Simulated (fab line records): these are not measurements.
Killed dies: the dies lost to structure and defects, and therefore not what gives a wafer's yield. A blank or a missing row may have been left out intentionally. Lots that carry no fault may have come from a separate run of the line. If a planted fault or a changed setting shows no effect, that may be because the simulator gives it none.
The tool behind it: which one? / flow n5_finfet / Sampling: 15 lots, 45 wafers, 5 of 1938 route steps

## WHAT THE GAUGES READ, wafer by wafer
N5_BEOL_M4_RC_MEAS_101. Usual: DIBL_N 36.3 mV/V, standard deviation 1.9; DIBL_P 36.0 mV/V, standard deviation 2.1; IOFF_N 0.16 nA/um, standard deviation 0.031; IOFF_P 0.21 nA/um, standard deviation 0.035; ION_N 675 uA/um, standard deviation 14; ION_P 464 uA/um, standard deviation 8.5; SS_N 71.5 mV/dec, standard deviation 0.6; SS_P 73.3 mV/dec, standard deviation 0.72; VT_N 250 mV, standard deviation 3.2; VT_P -250 mV, standard deviation 3.1.
lot=L603; measured=day 7 18:26; on=prober-02; DIBL_N (mV/V)=37.9 38.2 37.5; DIBL_P (mV/V)=38.3 39.7 38.2; IOFF_N (nA/um)=0.19 0.21 0.19; IOFF_P (nA/um)=0.27 0.31 0.27; ION_N (uA/um)=683 705 688; ION_P (uA/um)=472 484 470; SS_N (mV/dec)=71.8 71.7 71.7; SS_P (mV/dec)=74.1 74.4 74.0; VT_N (mV)=247 245 245; VT_P (mV)=-245 -244 -246; flag=
lot=L604; measured=day 8 05:31; on=prober-02; DIBL_N (mV/V)=33.9 36.2 35.7; DIBL_P (mV/V)=34.2 36.9 35.3; IOFF_N (nA/um)=0.12 0.16 0.14; IOFF_P (nA/um)=0.18 0.23 0.21; ION_N (uA/um)=658 668 656; ION_P (uA/um)=458 462 454; SS_N (mV/dec)=71.0 71.5 70.8; SS_P (mV/dec)=72.4 73.3 72.4; VT_N (mV)=252 250 252; VT_P (mV)=-251 -248 -249; flag=
lot=L605; measured=day 8 06:11; on=prober-01; DIBL_N (mV/V)=33.5 37.7 34.6; DIBL_P (mV/V)=31.3 36.1 32.5; IOFF_N (nA/um)=0.11 0.17 0.13; IOFF_P (nA/um)=0.14 0.20 0.15; ION_N (uA/um)=649 662 664; ION_P (uA/um)=443 455 452; SS_N (mV/dec)=70.3 72.0 71.9; SS_P (mV/dec)=72.5 73.5 72.4; VT_N (mV)=254 253 253; VT_P (mV)=-258 -252 -256; flag=
lot=L607; measured=day 8 18:02; on=prober-02; DIBL_N (mV/V)=36.8 35.1 34.9; DIBL_P (mV/V)=36.4 34.4 34.6; IOFF_N (nA/um)=0.15 0.13 0.13; IOFF_P (nA/um)=0.20 0.18 0.18; ION_N (uA/um)=654 664 668; ION_P (uA/um)=452 455 459; SS_N (mV/dec)=72.1 70.7 71.4; SS_P (mV/dec)=73.0 72.6 73.1; VT_N (mV)=254 253 253; VT_P (mV)=-254 -253 -253; flag=
lot=L613; measured=day 9 22:16; on=prober-01; DIBL_N (mV/V)=35.1 34.2 34.3; DIBL_P (mV/V)=35.4 34.7 32.9; IOFF_N (nA/um)=0.14 0.13 0.11; IOFF_P (nA/um)=0.20 0.19 0.15; ION_N (uA/um)=681 668 656; ION_P (uA/um)=474 459 449; SS_N (mV/dec)=71.3 71.3 71.3; SS_P (mV/dec)=72.9 73.1 72.6; VT_N (mV)=250 254 259; VT_P (mV)=-250 -251 -254; flag=
lot=L614; measured=day 13 07:37; on=prober-01; DIBL_N (mV/V)=38.0 39.8 36.5; DIBL_P (mV/V)=36.9 38.6 34.7; IOFF_N (nA/um)=0.18 0.22 0.15; IOFF_P (nA/um)=0.25 0.28 0.21; ION_N (uA/um)=688 686 667; ION_P (uA/um)=464 470 458; SS_N (mV/dec)=71.5 72.1 71.7; SS_P (mV/dec)=73.6 74.4 72.7; VT_N (mV)=248 247 251; VT_P (mV)=-250 -246 -250; flag=
lot=L617; measured=day 12 21:15; on=prober-01; DIBL_N (mV/V)=37.7 36.4 37.2; DIBL_P (mV/V)=35.8 34.5 34.4; IOFF_N (nA/um)=0.17 0.15 0.16; IOFF_P (nA/um)=0.22 0.19 0.19; ION_N (uA/um)=691 675 676; ION_P (uA/um)=473 462 460; SS_N (mV/dec)=72.6 72.1 72.3; SS_P (mV/dec)=73.5 72.9 72.9; VT_N (mV)=248 250 251; VT_P (mV)=-246 -251 -251; flag=
lot=L620; measured=day 14 01:24; on=prober-01; DIBL_N (mV/V)=38.9 36.9 37.8; DIBL_P (mV/V)=37.9 34.5 36.4; IOFF_N (nA/um)=0.18 0.15 0.15; IOFF_P (nA/um)=0.24 0.19 0.22; ION_N (uA/um)=673 673 648; ION_P (uA/um)=462 456 451; SS_N (mV/dec)=71.4 71.2 72.2; SS_P (mV/dec)=74.0 73.6 74.2; VT_N (mV)=248 249 253; VT_P (mV)=-249 -252 -252; flag=
lot=L621; measured=day 13 19:43; on=prober-02; DIBL_N (mV/V)=37.5 39.9 40.5; DIBL_P (mV/V)=35.8 38.6 39.5; IOFF_N (nA/um)=0.16 0.21 0.24; IOFF_P (nA/um)=0.21 0.25 0.27; ION_N (uA/um)=694 683 715; ION_P (uA/um)=471 462 481; SS_N (mV/dec)=71.5 72.6 72.2; SS_P (mV/dec)=74.1 74.0 74.0; VT_N (mV)=249 245 244; VT_P (mV)=-249 -247 -245; flag=
lot=L623; measured=day 13 01:41; on=prober-01; DIBL_N (mV/V)=35.2 35.7 37.2; DIBL_P (mV/V)=36.5 36.8 39.7; IOFF_N (nA/um)=0.14 0.16 0.19; IOFF_P (nA/um)=0.17 0.18 0.22; ION_N (uA/um)=678 681 698; ION_P (uA/um)=458 457 471; SS_N (mV/dec)=70.4 71.7 72.5; SS_P (mV/dec)=72.9 73.2 73.5; VT_N (mV)=248 248 246; VT_P (mV)=-257 -254 -250; flag=
lot=L624; measured=day 13 00:07; on=prober-02; DIBL_N (mV/V)=38.4 35.6 38.0; DIBL_P (mV/V)=36.3 34.7 37.4; IOFF_N (nA/um)=0.17 0.12 0.16; IOFF_P (nA/um)=0.21 0.19 0.22; ION_N (uA/um)=663 668 676; ION_P (uA/um)=453 464 460; SS_N (mV/dec)=72.6 71.1 72.0; SS_P (mV/dec)=73.2 73.2 74.0; VT_N (mV)=250 252 248; VT_P (mV)=-250 -251 -246; flag=
lot=L626; measured=day 15 04:40; on=prober-01; DIBL_N (mV/V)=36.2 36.5 36.9; DIBL_P (mV/V)=36.7 36.7 37.3; IOFF_N (nA/um)=0.15 0.15 0.16; IOFF_P (nA/um)=0.21 0.21 0.21; ION_N (uA/um)=668 668 665; ION_P (uA/um)=460 458 457; SS_N (mV/dec)=71.1 70.7 71.4; SS_P (mV/dec)=73.1 73.2 74.1; VT_N (mV)=250 251 251; VT_P (mV)=-249 -248 -250; flag=

## WHICH TOOL RAN EACH LOT (tool, then ch and the chambers of the sampled wafers, then the start)
lot=L603; N5_SD_EPI_N_VAPOR_ETCH_50=epi_rpcvd-03 ch 0, day 3 05:28; N5_SD_EPI_P_ETCH_16=rie_diel-06 ch 0,2,3, day 3 11:40; N5_SD_EPI_P_SD_RECESS_17=rie_si-03 ch 0,1,2, day 3 11:44; N5_ILD0_CMP_03=cmp-03 ch 1,2,3, day 3 18:55
lot=L604; N5_SD_EPI_N_VAPOR_ETCH_50=epi_rpcvd-02 ch 0, day 3 12:14; N5_SD_EPI_P_ETCH_16=rie_diel-06 ch 0,1,2, day 3 16:23; N5_SD_EPI_P_SD_RECESS_17=rie_si-05 ch 0,2, day 3 16:27; N5_ILD0_CMP_03=cmp-02 ch 1,2,3, day 3 23:38
lot=L605; N5_SD_EPI_N_VAPOR_ETCH_50=epi_rpcvd-02 ch 0, day 3 15:22; N5_SD_EPI_P_ETCH_16=rie_diel-05 ch 0,1,2, day 3 19:22; N5_SD_EPI_P_SD_RECESS_17=rie_si-04 ch 1,2, day 3 19:26; N5_ILD0_CMP_03=cmp-01 ch 0,1, day 4 01:37
lot=L607; N5_SD_EPI_N_VAPOR_ETCH_50=epi_rpcvd-04 ch 0, day 4 02:08; N5_SD_EPI_P_ETCH_16=rie_diel-01 ch 0,1,2, day 4 05:41; N5_SD_EPI_P_SD_RECESS_17=rie_si-05 ch 0,2, day 4 05:46; N5_ILD0_CMP_03=cmp-02 ch 0,2, day 4 12:15
lot=L608; N5_SD_EPI_N_VAPOR_ETCH_50=epi_rpcvd-04 ch 0, day 4 07:21; N5_SD_EPI_P_ETCH_16=rie_diel-01 ch 0,2, day 4 11:38; N5_SD_EPI_P_SD_RECESS_17=rie_si-04 ch 1,2, day 4 11:42; N5_ILD0_CMP_03=cmp-01 ch 1,2,3, day 4 18:56
lot=L609; N5_SD_EPI_N_VAPOR_ETCH_50=epi_rpcvd-04 ch 0, day 4 13:16; N5_SD_EPI_P_ETCH_16=rie_diel-01 ch 0,2,3, day 4 17:24; N5_SD_EPI_P_SD_RECESS_17=rie_si-03 ch 0,2,3, day 4 17:28; N5_ILD0_CMP_03=cmp-01 ch 0,1,2, day 5 00:48
lot=L611; N5_SD_EPI_N_VAPOR_ETCH_50=epi_rpcvd-02 ch 0, day 5 02:10; N5_SD_EPI_P_ETCH_16=rie_diel-05 ch 0,1, day 5 05:42; N5_SD_EPI_P_SD_RECESS_17=rie_si-04 ch 0,1,2, day 5 05:46; N5_ILD0_CMP_03=cmp-03 ch 0,1,3, day 5 11:59
lot=L613; N5_SD_EPI_N_VAPOR_ETCH_50=epi_rpcvd-04 ch 0, day 5 15:28; N5_SD_EPI_P_ETCH_16=rie_diel-01 ch 0,2,3, day 5 18:54; N5_SD_EPI_P_SD_RECESS_17=rie_si-04 ch 0,1,3, day 5 18:58; N5_ILD0_CMP_03=cmp-02 ch 0,2,3, day 6 01:21
lot=L614; N5_SD_EPI_N_VAPOR_ETCH_50=epi_rpcvd-04 ch 0, day 6 01:12; N5_SD_EPI_P_ETCH_16=rie_diel-06 ch 0,1,3, day 6 04:37; N5_SD_EPI_P_SD_RECESS_17=rie_si-04 ch 1,2,3, day 6 04:41; N5_ILD0_CMP_03=cmp-03 ch 1,2, day 6 11:59
lot=L617; N5_SD_EPI_N_VAPOR_ETCH_50=epi_rpcvd-02 ch 0, day 6 18:10; N5_SD_EPI_P_ETCH_16=rie_diel-06 ch 0,1,3, day 6 21:49; N5_SD_EPI_P_SD_RECESS_17=rie_si-05 ch 0,1,3, day 6 21:53; N5_ILD0_CMP_03=cmp-01 ch 0,2,3, day 7 04:11
lot=L620; N5_SD_EPI_N_VAPOR_ETCH_50=epi_rpcvd-03 ch 0, day 7 09:36; N5_SD_EPI_P_ETCH_16=rie_diel-01 ch 0,1,2, day 7 14:28; N5_SD_EPI_P_SD_RECESS_17=rie_si-03 ch 0,2,3, day 7 14:32; N5_ILD0_CMP_03=cmp-03 ch 1,2,3, day 7 20:50
lot=L621; N5_SD_EPI_N_VAPOR_ETCH_50=epi_rpcvd-04 ch 0, day 7 13:53; N5_SD_EPI_P_ETCH_16=rie_diel-05 ch 0,1,2, day 7 17:25; N5_SD_EPI_P_SD_RECESS_17=rie_si-04 ch 2,3, day 7 17:29; N5_ILD0_CMP_03=cmp-02 ch 0,2, day 8 01:52
lot=L623; N5_SD_EPI_N_VAPOR_ETCH_50=epi_rpcvd-04 ch 0, day 8 04:50; N5_SD_EPI_P_ETCH_16=rie_diel-01 ch 0,2,3, day 8 08:34; N5_SD_EPI_P_SD_RECESS_17=rie_si-05 ch 0,2,3, day 8 08:38; N5_ILD0_CMP_03=cmp-02 ch 0,2,3, day 8 16:03
lot=L624; N5_SD_EPI_N_VAPOR_ETCH_50=epi_rpcvd-04 ch 0, day 8 10:35; N5_SD_EPI_P_ETCH_16=rie_diel-05 ch 0,1,2, day 8 14:54; N5_SD_EPI_P_SD_RECESS_17=rie_si-05 ch 1,2, day 8 14:58; N5_ILD0_CMP_03=cmp-03 ch 0,2,3, day 8 22:14
lot=L626; N5_SD_EPI_N_VAPOR_ETCH_50=epi_rpcvd-03 ch 0, day 9 05:42; N5_SD_EPI_P_ETCH_16=rie_diel-05 ch 0,1,2, day 9 10:11; N5_SD_EPI_P_SD_RECESS_17=rie_si-05 ch 0,2, day 9 10:15; N5_ILD0_CMP_03=cmp-01 ch 1,3, day 9 17:34
- N5_SD_EPI_N_VAPOR_ETCH_50: etches Si in HCl, time 54 s.
- N5_SD_EPI_P_ETCH_16: etches SiO2 in CHF3/O2, target depth 5 nm.
- N5_SD_EPI_P_SD_RECESS_17: chemistry HBr/Cl2/O2, target depth 39.1 nm, bt time 3 s.
- N5_ILD0_CMP_03: polishes, stops on SiNx, t overpolish 1.9 s, target thk 197.38 nm.

## AS READ BY THE TOOLS THEMSELVES (means over the sampled wafers that have a number; for cases with no such wafer, the mark the record gives instead)
N5_SD_EPI_N_VAPOR_ETCH_50. Usual: chamber_pressure_Torr 20.00 Torr, standard deviation 0.045; throttle_valve_pct 11.73 %, standard deviation 0.17.
lot=L603; tool=epi_rpcvd-03; chamber_pressure_Torr (Torr)=20.01; throttle_valve_pct (%)=11.67; flag=
lot=L604; tool=epi_rpcvd-02; chamber_pressure_Torr (Torr)=19.95; throttle_valve_pct (%)=11.53; flag=
lot=L605; tool=epi_rpcvd-02; chamber_pressure_Torr (Torr)=19.93; throttle_valve_pct (%)=11.66; flag=
lot=L607; tool=epi_rpcvd-04; chamber_pressure_Torr (Torr)=19.99; throttle_valve_pct (%)=11.85; flag=
lot=L608; tool=epi_rpcvd-04; chamber_pressure_Torr (Torr)=20.04; throttle_valve_pct (%)=11.73; flag=
lot=L609; tool=epi_rpcvd-04; chamber_pressure_Torr (Torr)=19.96; throttle_valve_pct (%)=11.99; flag=
lot=L611; tool=epi_rpcvd-02; chamber_pressure_Torr (Torr)=20.00; throttle_valve_pct (%)=11.65; flag=
lot=L613; tool=epi_rpcvd-04; chamber_pressure_Torr (Torr)=20.00; throttle_valve_pct (%)=11.94; flag=
lot=L614; tool=epi_rpcvd-04; chamber_pressure_Torr (Torr)=20.00; throttle_valve_pct (%)=11.73; flag=
lot=L617; tool=epi_rpcvd-02; chamber_pressure_Torr (Torr)=19.94; throttle_valve_pct (%)=11.69; flag=
lot=L620; tool=epi_rpcvd-03; chamber_pressure_Torr (Torr)=20.03; throttle_valve_pct (%)=11.70; flag=
lot=L621; tool=epi_rpcvd-04; chamber_pressure_Torr (Torr)=19.97; throttle_valve_pct (%)=11.73; flag=
lot=L623; tool=epi_rpcvd-04; chamber_pressure_Torr (Torr)=19.99; throttle_valve_pct (%)=11.78; flag=
lot=L624; tool=epi_rpcvd-04; chamber_pressure_Torr (Torr)=20.05; throttle_valve_pct (%)=11.76; flag=
lot=L626; tool=epi_rpcvd-03; chamber_pressure_Torr (Torr)=20.01; throttle_valve_pct (%)=11.84; flag=

N5_SD_EPI_P_ETCH_16. Usual: drypump_motor_current_A 5.7 A, standard deviation 0.69; oes_product_au 0.75 a.u., standard deviation 0.062; rf_vpp_V 526 V, standard deviation 10; showerhead_plenum_p_Torr 2.42 Torr, standard deviation 0.078; throttle_valve_pct 19.02 %, standard deviation 0.19.
lot=L603; tool=rie_diel-06; drypump_motor_current_A (A)=6.1; oes_product_au (a.u.)=0.78; rf_vpp_V (V)=517; showerhead_plenum_p_Torr (Torr)=2.45; throttle_valve_pct (%)=18.85; flag=
lot=L604; tool=rie_diel-06; drypump_motor_current_A (A)=6.1; oes_product_au (a.u.)=0.77; rf_vpp_V (V)=521; showerhead_plenum_p_Torr (Torr)=2.44; throttle_valve_pct (%)=18.81; flag=
lot=L605; tool=rie_diel-05; drypump_motor_current_A (A)=6.2; oes_product_au (a.u.)=0.74; rf_vpp_V (V)=521; showerhead_plenum_p_Torr (Torr)=2.39; throttle_valve_pct (%)=19.10; flag=
lot=L607; tool=rie_diel-01; drypump_motor_current_A (A)=5.2; oes_product_au (a.u.)=0.77; rf_vpp_V (V)=540; showerhead_plenum_p_Torr (Torr)=2.48; throttle_valve_pct (%)=19.01; flag=
lot=L608; tool=rie_diel-01; drypump_motor_current_A (A)=5.2; oes_product_au (a.u.)=0.79; rf_vpp_V (V)=545; showerhead_plenum_p_Torr (Torr)=2.48; throttle_valve_pct (%)=19.06; flag=
lot=L609; tool=rie_diel-01; drypump_motor_current_A (A)=5.1; oes_product_au (a.u.)=0.77; rf_vpp_V (V)=539; showerhead_plenum_p_Torr (Torr)=2.44; throttle_valve_pct (%)=19.11; flag=
lot=L611; tool=rie_diel-05; drypump_motor_current_A (A)=6.7; oes_product_au (a.u.)=0.73; rf_vpp_V (V)=523; showerhead_plenum_p_Torr (Torr)=2.33; throttle_valve_pct (%)=19.25; flag=
lot=L613; tool=rie_diel-01; drypump_motor_current_A (A)=5.1; oes_product_au (a.u.)=0.77; rf_vpp_V (V)=539; showerhead_plenum_p_Torr (Torr)=2.44; throttle_valve_pct (%)=19.13; flag=
lot=L614; tool=rie_diel-06; drypump_motor_current_A (A)=5.7; oes_product_au (a.u.)=0.78; rf_vpp_V (V)=520; showerhead_plenum_p_Torr (Torr)=2.45; throttle_valve_pct (%)=18.83; flag=
lot=L617; tool=rie_diel-06; drypump_motor_current_A (A)=5.7; oes_product_au (a.u.)=0.77; rf_vpp_V (V)=521; showerhead_plenum_p_Torr (Torr)=2.45; throttle_valve_pct (%)=18.85; flag=
lot=L620; tool=rie_diel-01; drypump_motor_current_A (A)=5.3; oes_product_au (a.u.)=0.75; rf_vpp_V (V)=539; showerhead_plenum_p_Torr (Torr)=2.47; throttle_valve_pct (%)=19.05; flag=
lot=L621; tool=rie_diel-05; drypump_motor_current_A (A)=6.2; oes_product_au (a.u.)=0.72; rf_vpp_V (V)=521; showerhead_plenum_p_Torr (Torr)=2.38; throttle_valve_pct (%)=19.16; flag=
lot=L623; tool=rie_diel-01; drypump_motor_current_A (A)=5.1; oes_product_au (a.u.)=0.75; rf_vpp_V (V)=539; showerhead_plenum_p_Torr (Torr)=2.43; throttle_valve_pct (%)=19.16; flag=
lot=L624; tool=rie_diel-05; drypump_motor_current_A (A)=6.2; oes_product_au (a.u.)=0.71; rf_vpp_V (V)=521; showerhead_plenum_p_Torr (Torr)=2.38; throttle_valve_pct (%)=19.16; flag=
lot=L626; tool=rie_diel-05; drypump_motor_current_A (A)=6.2; oes_product_au (a.u.)=0.71; rf_vpp_V (V)=521; showerhead_plenum_p_Torr (Torr)=2.37; throttle_valve_pct (%)=19.18; flag=

N5_SD_EPI_P_SD_RECESS_17. Usual: drypump_motor_current_A 5.6 A, standard deviation 0.56; oes_product_au 1.006 a.u., standard deviation 0.014; throttle_valve_pct 37.0 %, standard deviation 0.48.
lot=L603; tool=rie_si-03; drypump_motor_current_A (A)=5.4; oes_product_au (a.u.)=1.003; throttle_valve_pct (%)=37.0; flag=
lot=L604; tool=rie_si-05; drypump_motor_current_A (A)=6.1; oes_product_au (a.u.)=1.017; throttle_valve_pct (%)=37.3; flag=
lot=L605; tool=rie_si-04; drypump_motor_current_A (A)=5.7; oes_product_au (a.u.)=1.016; throttle_valve_pct (%)=37.1; flag=
lot=L607; tool=rie_si-05; drypump_motor_current_A (A)=5.8; oes_product_au (a.u.)=1.008; throttle_valve_pct (%)=37.0; flag=
lot=L608; tool=rie_si-04; drypump_motor_current_A (A)=5.7; oes_product_au (a.u.)=1.013; throttle_valve_pct (%)=37.1; flag=
lot=L609; tool=rie_si-03; drypump_motor_current_A (A)=5.8; oes_product_au (a.u.)=0.998; throttle_valve_pct (%)=37.2; flag=
lot=L611; tool=rie_si-04; drypump_motor_current_A (A)=5.4; oes_product_au (a.u.)=1.007; throttle_valve_pct (%)=36.9; flag=
lot=L613; tool=rie_si-04; drypump_motor_current_A (A)=5.6; oes_product_au (a.u.)=0.996; throttle_valve_pct (%)=36.5; flag=
lot=L614; tool=rie_si-04; drypump_motor_current_A (A)=5.9; oes_product_au (a.u.)=1.009; throttle_valve_pct (%)=36.8; flag=
lot=L617; tool=rie_si-05; drypump_motor_current_A (A)=5.3; oes_product_au (a.u.)=1.002; throttle_valve_pct (%)=37.3; flag=
lot=L620; tool=rie_si-03; drypump_motor_current_A (A)=5.8; oes_product_au (a.u.)=0.997; throttle_valve_pct (%)=37.2; flag=
lot=L621; tool=rie_si-04; drypump_motor_current_A (A)=6.0; oes_product_au (a.u.)=1.016; throttle_valve_pct (%)=36.6; flag=
lot=L623; tool=rie_si-05; drypump_motor_current_A (A)=5.7; oes_product_au (a.u.)=1.006; throttle_valve_pct (%)=37.4; flag=
lot=L624; tool=rie_si-05; drypump_motor_current_A (A)=6.1; oes_product_au (a.u.)=1.024; throttle_valve_pct (%)=37.4; flag=
lot=L626; tool=rie_si-05; drypump_motor_current_A (A)=5.8; oes_product_au (a.u.)=1.011; throttle_valve_pct (%)=37.0; flag=

N5_ILD0_CMP_03. Usual: edge_zone_pressure_frac 1.000, standard deviation 0.0048; head_pressure_psi 4.149 psi, standard deviation 0.0087; motor_current_A 12.4 A, standard deviation 1.5; overpolish_run_s 1.901 s, standard deviation 0.0091; platen_rpm 51.80 rpm, standard deviation 0.03; slurry_filter_dp_kPa 13.51 kPa, standard deviation 0.15; time_to_endpoint_s 71 s, standard deviation 4.1.
lot=L603; tool=cmp-03; edge_zone_pressure_frac=1.002; head_pressure_psi (psi)=4.149; motor_current_A (A)=13.5; overpolish_run_s (s)=1.892; platen_rpm (rpm)=51.77; slurry_filter_dp_kPa (kPa)=13.59; time_to_endpoint_s (s)=71; flag=
lot=L604; tool=cmp-02; edge_zone_pressure_frac=1.006; head_pressure_psi (psi)=4.149; motor_current_A (A)=12.0; overpolish_run_s (s)=1.897; platen_rpm (rpm)=51.78; slurry_filter_dp_kPa (kPa)=13.45; time_to_endpoint_s (s)=71; flag=
lot=L605; tool=cmp-01; edge_zone_pressure_frac=1.004; head_pressure_psi (psi)=4.151; motor_current_A (A)=14.0; overpolish_run_s (s)=1.900; platen_rpm (rpm)=51.79; slurry_filter_dp_kPa (kPa)=13.47; time_to_endpoint_s (s)=65; flag=
lot=L607; tool=cmp-02; edge_zone_pressure_frac=1.001; head_pressure_psi (psi)=4.155; motor_current_A (A)=10.8; overpolish_run_s (s)=1.903; platen_rpm (rpm)=51.79; slurry_filter_dp_kPa (kPa)=13.64; time_to_endpoint_s (s)=68; flag=
lot=L608; tool=cmp-01; edge_zone_pressure_frac=-; head_pressure_psi (psi)=-; motor_current_A (A)=-; overpolish_run_s (s)=-; platen_rpm (rpm)=-; slurry_filter_dp_kPa (kPa)=-; time_to_endpoint_s (s)=-; flag=OFF
lot=L609; tool=cmp-01; edge_zone_pressure_frac=-; head_pressure_psi (psi)=-; motor_current_A (A)=-; overpolish_run_s (s)=-; platen_rpm (rpm)=-; slurry_filter_dp_kPa (kPa)=-; time_to_endpoint_s (s)=-; flag=OFF
lot=L611; tool=cmp-03; edge_zone_pressure_frac=-; head_pressure_psi (psi)=-; motor_current_A (A)=-; overpolish_run_s (s)=-; platen_rpm (rpm)=-; slurry_filter_dp_kPa (kPa)=-; time_to_endpoint_s (s)=-; flag=OFF
lot=L613; tool=cmp-02; edge_zone_pressure_frac=1.002; head_pressure_psi (psi)=4.158; motor_current_A (A)=12.2; overpolish_run_s (s)=1.902; platen_rpm (rpm)=51.80; slurry_filter_dp_kPa (kPa)=13.39; time_to_endpoint_s (s)=71; flag=
lot=L614; tool=cmp-03; edge_zone_pressure_frac=0.998; head_pressure_psi (psi)=4.150; motor_current_A (A)=13.6; overpolish_run_s (s)=1.900; platen_rpm (rpm)=51.80; slurry_filter_dp_kPa (kPa)=13.61; time_to_endpoint_s (s)=71; flag=
lot=L617; tool=cmp-01; edge_zone_pressure_frac=0.995; head_pressure_psi (psi)=4.157; motor_current_A (A)=12.0; overpolish_run_s (s)=1.896; platen_rpm (rpm)=51.82; slurry_filter_dp_kPa (kPa)=13.54; time_to_endpoint_s (s)=69; flag=
lot=L620; tool=cmp-03; edge_zone_pressure_frac=1.000; head_pressure_psi (psi)=4.149; motor_current_A (A)=13.1; overpolish_run_s (s)=1.890; platen_rpm (rpm)=51.81; slurry_filter_dp_kPa (kPa)=13.38; time_to_endpoint_s (s)=71; flag=
lot=L621; tool=cmp-02; edge_zone_pressure_frac=0.994; head_pressure_psi (psi)=4.163; motor_current_A (A)=11.1; overpolish_run_s (s)=1.909; platen_rpm (rpm)=51.81; slurry_filter_dp_kPa (kPa)=13.43; time_to_endpoint_s (s)=76; flag=
lot=L623; tool=cmp-02; edge_zone_pressure_frac=1.000; head_pressure_psi (psi)=4.150; motor_current_A (A)=12.0; overpolish_run_s (s)=1.908; platen_rpm (rpm)=51.80; slurry_filter_dp_kPa (kPa)=13.70; time_to_endpoint_s (s)=75; flag=
lot=L624; tool=cmp-03; edge_zone_pressure_frac=0.998; head_pressure_psi (psi)=4.151; motor_current_A (A)=12.6; overpolish_run_s (s)=1.903; platen_rpm (rpm)=51.79; slurry_filter_dp_kPa (kPa)=13.45; time_to_endpoint_s (s)=74; flag=
lot=L626; tool=cmp-01; edge_zone_pressure_frac=1.003; head_pressure_psi (psi)=4.147; motor_current_A (A)=11.9; overpolish_run_s (s)=1.897; platen_rpm (rpm)=51.82; slurry_filter_dp_kPa (kPa)=13.40; time_to_endpoint_s (s)=68; flag=

## THE ANSWER, worked out from the rows above alone
Rule: a lot counts as off when the mean over its wafers that have a number is more than 3 standard deviations away from the usual mean. A lot without any number at a reading at which 4 lots or more have one is off too. Any other lot the step has rows for is counted as sound. The gauges are gone through in route order, then the tools' own readings, and for those a lot's mean is taken as printed above. At the first step where some lot is off, the reading lying furthest off is the one used; lots without a number count as furthest.
Off, at N5_ILD0_CMP_03 on edge_zone_pressure_frac: L608, L609, L611. Without a number there: L608, L609, L611.
If a tool, at that step or one of the process steps before it, ran each lot that is off and ran no sound lot following the first of them, it fits. Of those tried, none fits.

## WHAT THE SIMULATOR PUT IN
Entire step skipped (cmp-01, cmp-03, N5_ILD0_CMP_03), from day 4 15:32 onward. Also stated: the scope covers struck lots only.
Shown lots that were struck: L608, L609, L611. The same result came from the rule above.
